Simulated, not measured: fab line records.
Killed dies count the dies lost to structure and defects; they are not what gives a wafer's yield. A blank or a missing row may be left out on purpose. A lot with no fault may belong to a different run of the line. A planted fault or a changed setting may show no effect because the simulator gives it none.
One fault through the eyes of 2 desks || flow n5 finfet || every desk sees just its own numbers, and what lay behind them comes last

## AT THE METROLOGY DESK
What the gauges read for every lot (on any tool): the sampled wafers with a number, averaged. Any lot whose mean is over 4 standard deviations away from the usual mean is out of limits and marked OUT; that distance is given in the brackets.
Columns: A = GC_FILL_THK at N5_GATE_CUT_THK_MEAS_24, usual 220.5 nm
{"lot": "L987", "first seen here": "day 6 21:24", "A": 220.6}
{"lot": "L988", "first seen here": "day 7 06:59", "A": 216.7}
{"lot": "L990", "first seen here": "day 7 13:23", "A": 223.5}
{"lot": "L991", "first seen here": "day 7 20:53", "A": 220.2}
{"lot": "L992", "first seen here": "day 8 02:49", "A": 221.3}
{"lot": "L993", "first seen here": "day 8 07:46", "A": 221.4}
{"lot": "L101", "first seen here": "day 10 15:47", "A": 219.4}
This desk found nothing out of limits on any of the 7 lots.

## TOOL OWNER'S DESK, cmp-04
The tool's own readings at N5_GATE_CUT_CMP_23 (polishes, stops on SiO2, t overpolish 23.4 s, target thk 16 nm): means of the sampled wafers that have a number, for each lot that ran on this tool. Any lot whose mean is over 4 standard deviations away from the usual mean is out of limits and marked OUT; that distance is given in the brackets.
Columns: A = motor current A at N5_GATE_CUT_CMP_23, usual 9.6 A; B = overpolish run s at N5_GATE_CUT_CMP_23, usual 23.400 s; C = platen rpm at N5_GATE_CUT_CMP_23, usual 51.80 rpm; D = time to endpoint s at N5_GATE_CUT_CMP_23, usual 19 s
{"lot": "L988", "first seen here": "day 7 06:41", "A": 9.7, "B": 23.392, "C": 51.81, "D": 21}
{"lot": "L990", "first seen here": "day 7 13:05", "A": 10.1, "B": 23.401, "C": "49.71 (-60) OUT", "D": 17}
{"lot": "L991", "first seen here": "day 7 20:37", "A": 9.9, "B": 23.396, "C": "49.75 (-59) OUT", "D": 20}
{"lot": "L993", "first seen here": "day 8 07:28", "A": 10.7, "B": 23.400, "C": "49.71 (-60) OUT", "D": 16}
This desk's finding: out of limits on L990, L991, L993; first on L990, day 7 13:05 (platen rpm at N5_GATE_CUT_CMP_23). L988 stayed within limits.

## TAKEN TOGETHER
The tool owner's desk had the chance to raise an alarm at day 7 13:05 on L990, L991, L993.
Nothing out of limits was seen by the metrology desk.
The metrology desk holds a record of L990, L991, L993, inside its limits.
Every lot named ran N5_GATE_CUT_CMP_23 on cmp-04.

## WHAT THE SIMULATOR HAD PUT IN
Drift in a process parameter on cmp-04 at N5_GATE_CUT_CMP_23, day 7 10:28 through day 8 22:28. Setting platen rpm shifted by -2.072 from 51.8. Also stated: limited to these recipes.
Lots struck among those shown: L990, L991, L993.
Delay in hours, fault start to first out-of-limits reading, by desk: the tool owner's desk at 3.
